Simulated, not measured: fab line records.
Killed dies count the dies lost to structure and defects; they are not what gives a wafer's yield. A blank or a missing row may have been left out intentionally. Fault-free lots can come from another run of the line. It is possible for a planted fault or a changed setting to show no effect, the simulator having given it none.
Chamber matching || flow n5 finfet || rie diel-01 running N5_BEOL_M0_SAQP_STRIP_86: 4 sister chambers
The step strips in N2/H2. 16 wafers are shown with their chamber, then 8 later ones without.

== WAFERS, EACH WITH ITS CHAMBER ==
{"wafer": "L078.1", "chamber": 3, "drypump motor current A (A)": 6.4, "showerhead plenum p Torr (Torr)": 3.31, "throttle valve pct (%)": 18.6}
{"wafer": "L078.3", "chamber": 2, "drypump motor current A (A)": 5.4, "showerhead plenum p Torr (Torr)": 3.43, "throttle valve pct (%)": 20.3}
{"wafer": "L078.6", "chamber": 2, "drypump motor current A (A)": 5.4, "showerhead plenum p Torr (Torr)": 3.43, "throttle valve pct (%)": 20.3}
{"wafer": "L079.1", "chamber": 2, "drypump motor current A (A)": 5.5, "showerhead plenum p Torr (Torr)": 3.43, "throttle valve pct (%)": 20.3}
{"wafer": "L079.3", "chamber": 1, "drypump motor current A (A)": 5.6, "showerhead plenum p Torr (Torr)": 3.31, "throttle valve pct (%)": 19.3}
{"wafer": "L079.6", "chamber": 1, "drypump motor current A (A)": 5.7, "showerhead plenum p Torr (Torr)": 3.31, "throttle valve pct (%)": 19.3}
{"wafer": "L082.1", "chamber": 0, "drypump motor current A (A)": 5.1, "showerhead plenum p Torr (Torr)": 3.49, "throttle valve pct (%)": 19.0}
{"wafer": "L082.2", "chamber": 1, "drypump motor current A (A)": 5.6, "showerhead plenum p Torr (Torr)": 3.31, "throttle valve pct (%)": 19.4}
{"wafer": "L082.3", "chamber": 3, "drypump motor current A (A)": 6.4, "showerhead plenum p Torr (Torr)": 3.31, "throttle valve pct (%)": 18.7}
{"wafer": "L088.1", "chamber": 0, "drypump motor current A (A)": 5.1, "showerhead plenum p Torr (Torr)": 3.48, "throttle valve pct (%)": 19.0}
{"wafer": "L088.3", "chamber": 3, "drypump motor current A (A)": 6.4, "showerhead plenum p Torr (Torr)": 3.30, "throttle valve pct (%)": 18.7}
{"wafer": "L088.5", "chamber": 3, "drypump motor current A (A)": 6.4, "showerhead plenum p Torr (Torr)": 3.30, "throttle valve pct (%)": 18.6}
{"wafer": "L089.4", "chamber": 0, "drypump motor current A (A)": 5.1, "showerhead plenum p Torr (Torr)": 3.48, "throttle valve pct (%)": 19.0}
{"wafer": "L089.5", "chamber": 2, "drypump motor current A (A)": 5.4, "showerhead plenum p Torr (Torr)": 3.42, "throttle valve pct (%)": 20.3}
{"wafer": "L089.6", "chamber": 3, "drypump motor current A (A)": 6.4, "showerhead plenum p Torr (Torr)": 3.30, "throttle valve pct (%)": 18.7}
{"wafer": "L094.1", "chamber": 1, "drypump motor current A (A)": 5.7, "showerhead plenum p Torr (Torr)": 3.30, "throttle valve pct (%)": 19.0}

SIGNATURES (means of the wafers above)
{"reading": "drypump motor current A", "chamber 0": 5.100, "chamber 1": 5.650, "chamber 2": 5.425, "chamber 3": 6.400, "scatter within a chamber": 0.0382}
{"reading": "showerhead plenum p Torr", "chamber 0": 3.4833, "chamber 1": 3.3075, "chamber 2": 3.4275, "chamber 3": 3.3040, "scatter within a chamber": 0.0053}
{"reading": "throttle valve pct", "chamber 0": 19.000, "chamber 1": 19.250, "chamber 2": 20.300, "chamber 3": 18.660, "scatter within a chamber": 0.0922}
Rule: for a wafer and a chamber, the distance is found by dividing, reading by reading, the gap between the wafer's reading and the chamber's mean by the reading's scatter, squaring, summing and taking the root. The wafer belongs to the nearest chamber; if the next one is less than 2 further off, it can't be placed. The scatter is the square root of a quotient: the sum, over the shown wafers, of each reading's squared deviation from its chamber's mean, divided by wafers minus chambers.

== WAFERS MISSING THEIR CHAMBER ==
{"wafer": "L094.4", "drypump motor current A (A)": 5.5, "showerhead plenum p Torr (Torr)": 3.41, "throttle valve pct (%)": 20.3}
{"wafer": "L094.6", "drypump motor current A (A)": 5.1, "showerhead plenum p Torr (Torr)": 3.47, "throttle valve pct (%)": 19.0}
{"wafer": "L095.1", "drypump motor current A (A)": 5.6, "showerhead plenum p Torr (Torr)": 3.30, "throttle valve pct (%)": 19.0}
{"wafer": "L095.3", "drypump motor current A (A)": 5.4, "showerhead plenum p Torr (Torr)": 3.41, "throttle valve pct (%)": 20.3}
{"wafer": "L095.4", "drypump motor current A (A)": 5.4, "showerhead plenum p Torr (Torr)": 3.41, "throttle valve pct (%)": 20.3}
{"wafer": "L096.1", "drypump motor current A (A)": 5.7, "showerhead plenum p Torr (Torr)": 3.30, "throttle valve pct (%)": 19.0}
{"wafer": "L096.3", "drypump motor current A (A)": 5.4, "showerhead plenum p Torr (Torr)": 3.41, "throttle valve pct (%)": 20.3}
{"wafer": "L096.4", "drypump motor current A (A)": 5.4, "showerhead plenum p Torr (Torr)": 3.41, "throttle valve pct (%)": 20.4}

== WHICH CHAMBER EACH ONE RAN IN ==
{"wafer": "L094.4", "from the rows above": 2, "in truth": 2}
{"wafer": "L094.6", "from the rows above": 0, "in truth": 0}
{"wafer": "L095.1", "from the rows above": 1, "in truth": 1}
{"wafer": "L095.3", "from the rows above": 2, "in truth": 2}
{"wafer": "L095.4", "from the rows above": 2, "in truth": 2}
{"wafer": "L096.1", "from the rows above": 1, "in truth": 1}
{"wafer": "L096.3", "from the rows above": 2, "in truth": 2}
{"wafer": "L096.4", "from the rows above": 2, "in truth": 2}
Correctly placed: 8 of 8. Number that these rows cannot place: 0. Placed wrongly: 0.
